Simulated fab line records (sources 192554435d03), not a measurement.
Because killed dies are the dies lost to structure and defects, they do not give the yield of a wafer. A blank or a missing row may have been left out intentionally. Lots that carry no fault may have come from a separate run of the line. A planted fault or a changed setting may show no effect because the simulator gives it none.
Matching of chambers / flow n5-finfet / N5_FIN_CUT_ETCH_30 on rie-diel-05 has 4 sister chambers
The step etches underlayer in N2/H2, target depth 13 nm, time 10.4 s. 8 wafers are shown with their chamber, then 7 later ones without.

## EACH WAFER AND ITS CHAMBER
wafer=L081.1; chamber=1; showerhead-plenum-p-Torr (Torr)=2.43; throttle-valve-pct (%)=18.25
wafer=L081.2; chamber=2; showerhead-plenum-p-Torr (Torr)=2.64; throttle-valve-pct (%)=17.79
wafer=L081.3; chamber=0; showerhead-plenum-p-Torr (Torr)=2.69; throttle-valve-pct (%)=17.70
wafer=L082.1; chamber=3; showerhead-plenum-p-Torr (Torr)=2.65; throttle-valve-pct (%)=17.94
wafer=L082.3; chamber=2; showerhead-plenum-p-Torr (Torr)=2.63; throttle-valve-pct (%)=17.78
wafer=L082.6; chamber=3; showerhead-plenum-p-Torr (Torr)=2.64; throttle-valve-pct (%)=17.92
wafer=L087.2; chamber=0; showerhead-plenum-p-Torr (Torr)=2.68; throttle-valve-pct (%)=17.71
wafer=L087.3; chamber=1; showerhead-plenum-p-Torr (Torr)=2.43; throttle-valve-pct (%)=18.27

## WAFERS WHOSE CHAMBER IS MISSING
wafer=L087.4; showerhead-plenum-p-Torr (Torr)=2.64; throttle-valve-pct (%)=17.95
wafer=L090.1; showerhead-plenum-p-Torr (Torr)=2.68; throttle-valve-pct (%)=17.74
wafer=L090.2; showerhead-plenum-p-Torr (Torr)=2.64; throttle-valve-pct (%)=17.95
wafer=L090.3; showerhead-plenum-p-Torr (Torr)=2.63; throttle-valve-pct (%)=17.84
wafer=L092.1; showerhead-plenum-p-Torr (Torr)=2.68; throttle-valve-pct (%)=17.71
wafer=L092.4; showerhead-plenum-p-Torr (Torr)=2.63; throttle-valve-pct (%)=17.79
wafer=L092.6; showerhead-plenum-p-Torr (Torr)=2.63; throttle-valve-pct (%)=17.80

## CHAMBER TAKEN BY EACH
wafer=L087.4; from the rows above=3; in truth=3
wafer=L090.1; from the rows above=0; in truth=0
wafer=L090.2; from the rows above=3; in truth=3
wafer=L090.3; from the rows above=2; in truth=2
wafer=L092.1; from the rows above=0; in truth=0
wafer=L092.4; from the rows above=2; in truth=2
wafer=L092.6; from the rows above=2; in truth=2
Correctly placed: 7 of 7. Can't be placed from these rows: 0. Placed wrongly: 0.
How it was worked out, from the rows above alone: a wafer's distance from a chamber is the root of the sum, over the readings, of the square of ((its reading less the chamber's mean) divided by the reading's scatter). The wafer belongs to the nearest chamber; if the next one is less than 2 further off, it can't be placed. A chamber's mean is the mean of its shown wafers. The scatter: the root of (the sum of the squares of (reading less its chamber's mean) over the shown wafers, divided by (wafers less chambers)).
